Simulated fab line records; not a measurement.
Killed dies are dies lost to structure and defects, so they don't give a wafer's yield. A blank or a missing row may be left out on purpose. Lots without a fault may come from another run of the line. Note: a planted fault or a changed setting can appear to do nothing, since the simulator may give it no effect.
Lot-split experiment ; flow n5_finfet ; on a route of 1938 steps: 7 lots, 21 wafers read

== SPLIT DETAILS ==
At N5_ZERO_LAYER_COAT_05 (resist thk 1000 nm), the setting spin_rpm was moved away from the recipe's 1500 rpm on 6 of the 21 wafers read, by -10.2% to +7.9%. For the rest of the wafers, this setting stayed at what the recipe calls for.

The split's own step is where the reading is taken.

== THE READING ==
coat_of_ZERO_LAYER_COAT_05.thk_nm (the simulator's own value, which no gauge read), in nm, at N5_ZERO_LAYER_COAT_05 (resist thk 1000 nm). The file does not state a usual value for it. Here, 15 wafers ran the recipe; their average is 998.6 nm with a standard deviation of 3.7 nm.

wafer;tool, chamber at the split;spin_rpm as run, rpm;against the recipe;coat_of_ZERO_LAYER_COAT_05.thk_nm, nm;against lot-mates on the recipe
L074.2;litho_track-04, 0;1500;recipe;993.4;-
L074.3;litho_track-04, 0;1500;recipe;993;-
L074.5;litho_track-04, 0;1500;recipe;993.7;-
L081.3;litho_track-04, 0;1500;recipe;996.5;-
L081.4;litho_track-04, 0;1500;recipe;998.3;-
L081.5;litho_track-04, 0;1500;recipe;998.2;-
L084.1;litho_track-05, 0;1500;recipe;1002;-
L084.4;litho_track-05, 0;1500;recipe;998;-
L084.6;litho_track-05, 0;1360;-9.3%;1049;+49.0
L088.2;litho_track-05, 0;1500;recipe;999.1;-
L088.5;litho_track-05, 0;1613;+7.5%;960.7;-36.7
L088.6;litho_track-05, 0;1500;recipe;995.7;-
L089.2;litho_track-04, 0;1500;recipe;999.9;-
L089.5;litho_track-04, 0;1500;recipe;1000;-
L089.6;litho_track-04, 0;1589;+5.9%;976.2;-23.8
L092.1;litho_track-02, 0;1618;+7.9%;963.7;-37.3
L092.3;litho_track-02, 0;1500;recipe;1001;-
L092.4;litho_track-02, 0;1618;+7.9%;963.4;-37.6
L093.1;litho_track-02, 0;1500;recipe;1004;-
L093.5;litho_track-02, 0;1500;recipe;1006;-
L093.6;litho_track-02, 0;1347;-10.2%;1059;+54.0

THE FIT
A straight line over all 21 wafers: coat_of_ZERO_LAYER_COAT_05.thk_nm changes by -5.09 nm for each +1% of spin_rpm; r = -0.98; the points scatter about the line by 4.3 nm.
The same after taking each lot's own level away (the mean of its wafers on the recipe; 21 wafers): -4.97 nm for each +1%; r = -1.00; scatter 1.8 nm.
According to that fit, moving spin_rpm by its largest amount changes the reading by 51 nm.
Measured against the standard deviation above, the lots' own levels, which go from 993.37 to 1005.00 nm, span 3.2 times it.
The two slopes agree, so the slope changes little with the lot-to-lot level.
Check: for one of the wafers moved furthest among these (-10.2%), held out of the fit, the line's prediction against its lot-mates is +50.2 nm. It came out at +54 nm against them.

== THE OTHER SPLITS THESE WAFERS WENT THROUGH ==
These wafers also went through other splits before the reading. Each is held against what the fit with the lots' levels taken away leaves over:
other split on the same wafers;wafers away from the commonest value;r with coat_of_ZERO_LAYER_COAT_05.thk_nm (lot level and that fit taken away)
N5_ZERO_LAYER_PECVD_02 time_s;7;+0.08

== THE WHOLE CHAIN: every reading that the file lists as answering this split, in the file's order ==
step;what it does;reading;change (the file's fit);r (the file's)
N5_ZERO_LAYER_COAT_05;resist thk 1000 nm;coat_of_ZERO_LAYER_COAT_05.thk_nm (the simulator's own value, which no gauge read);-5 nm for each +1% of the setting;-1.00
N5_ZERO_LAYER_STRIP_24;strips in O2;strip_time_to_endpoint_s;withheld for each +1% of the setting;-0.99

== FILE'S OWN FIT ==
coat_of_ZERO_LAYER_COAT_05.thk_nm changes by -5 nm for each +1% of spin_rpm, r = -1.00.
